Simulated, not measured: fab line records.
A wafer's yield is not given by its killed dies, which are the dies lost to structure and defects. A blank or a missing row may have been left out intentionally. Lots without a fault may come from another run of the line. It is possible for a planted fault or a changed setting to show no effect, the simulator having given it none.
Chamber matching + flow n5_finfet + 4 sister chambers for N5_BEOL_M10_ETCH_62 on rie_diel-03
The step etches SOC in N2/H2, target depth 110 nm, overetch 22 nm, time 165 s. 16 wafers are shown with their chamber, then 8 later ones without.

## WAFERS WITH THEIR CHAMBER
| wafer  | chamber | showerhead_plenum_p_Torr (Torr) | throttle_valve_pct (%) | drypump_motor_current_A (A) |
|--------|---------|---------------------------------|------------------------|-----------------------------|
| L082.1 | 1       | 2.49                            | 17.42                  | 5.8                         |
| L082.2 | 3       | 2.69                            | 17.65                  | 4.9                         |
| L082.5 | 3       | 2.69                            | 17.64                  | 4.9                         |
| L086.1 | 2       | 2.39                            | 18.00                  | 5.3                         |
| L086.2 | 0       | 2.54                            | 17.62                  | 5.0                         |
| L086.4 | 3       | 2.69                            | 17.64                  | 4.9                         |
| L091.1 | 2       | 2.39                            | 17.98                  | 5.3                         |
| L091.3 | 3       | 2.68                            | 17.67                  | 4.9                         |
| L091.6 | 2       | 2.39                            | 18.01                  | 5.2                         |
| L094.1 | 0       | 2.53                            | 17.64                  | 5.0                         |
| L094.2 | 3       | 2.68                            | 17.67                  | 4.9                         |
| L094.3 | 1       | 2.49                            | 17.44                  | 5.9                         |
| L094.4 | 1       | 2.48                            | 17.43                  | 5.8                         |
| L094.5 | 3       | 2.68                            | 17.69                  | 4.9                         |
| L094.6 | 0       | 2.53                            | 17.62                  | 5.0                         |
| L092.3 | 0       | 2.53                            | 17.61                  | 5.0                         |

SIGNATURES (averages over the wafers above)
| reading                  | chamber 0 | chamber 1 | chamber 2 | chamber 3 | scatter within a chamber |
|--------------------------|-----------|-----------|-----------|-----------|--------------------------|
| showerhead_plenum_p_Torr | 2.5325    | 2.4867    | 2.3900    | 2.6850    | 0.00493                  |
| throttle_valve_pct       | 17.6225   | 17.4300   | 17.9967   | 17.6600   | 0.0162                   |
| drypump_motor_current_A  | 5.000     | 5.833     | 5.267     | 4.900     | 0.0333                   |
Rule: for each reading, subtract the chamber's mean from the wafer's reading, divide by that reading's scatter and square the result; add these up over the readings and take the root, which gives the wafer's distance from the chamber. If the next closest chamber is less than 2 further off than the closest, the wafer can't be placed; otherwise it belongs to the closest. The scatter is the square root of a quotient: the sum, over the shown wafers, of each reading's squared deviation from its chamber's mean, divided by wafers minus chambers.

## WAFERS WITHOUT THEIR CHAMBER
| wafer  | showerhead_plenum_p_Torr (Torr) | throttle_valve_pct (%) | drypump_motor_current_A (A) |
|--------|---------------------------------|------------------------|-----------------------------|
| L092.4 | 2.48                            | 17.45                  | 5.8                         |
| L092.5 | 2.53                            | 17.63                  | 5.0                         |
| L095.1 | 2.53                            | 17.63                  | 5.0                         |
| L095.5 | 2.53                            | 17.62                  | 5.0                         |
| L095.6 | 2.48                            | 17.45                  | 5.8                         |
| L097.1 | 2.67                            | 17.71                  | 4.9                         |
| L097.3 | 2.48                            | 17.49                  | 5.8                         |
| L097.5 | 2.70                            | 17.49                  | 5.2                         |

## CHAMBER TAKEN BY EACH
| wafer  | from the rows above | in truth                   |
|--------|---------------------|----------------------------|
| L092.4 | 1                   | 1                          |
| L092.5 | 0                   | 0                          |
| L095.1 | 0                   | 0                          |
| L095.5 | 0                   | 0                          |
| L095.6 | 1                   | 1                          |
| L097.1 | 3                   | 3                          |
| L097.3 | 1                   | 1                          |
| L097.5 | 3                   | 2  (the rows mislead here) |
Correctly placed: 7 of 8. Can't be placed from these rows: 0. 1 placed wrongly.
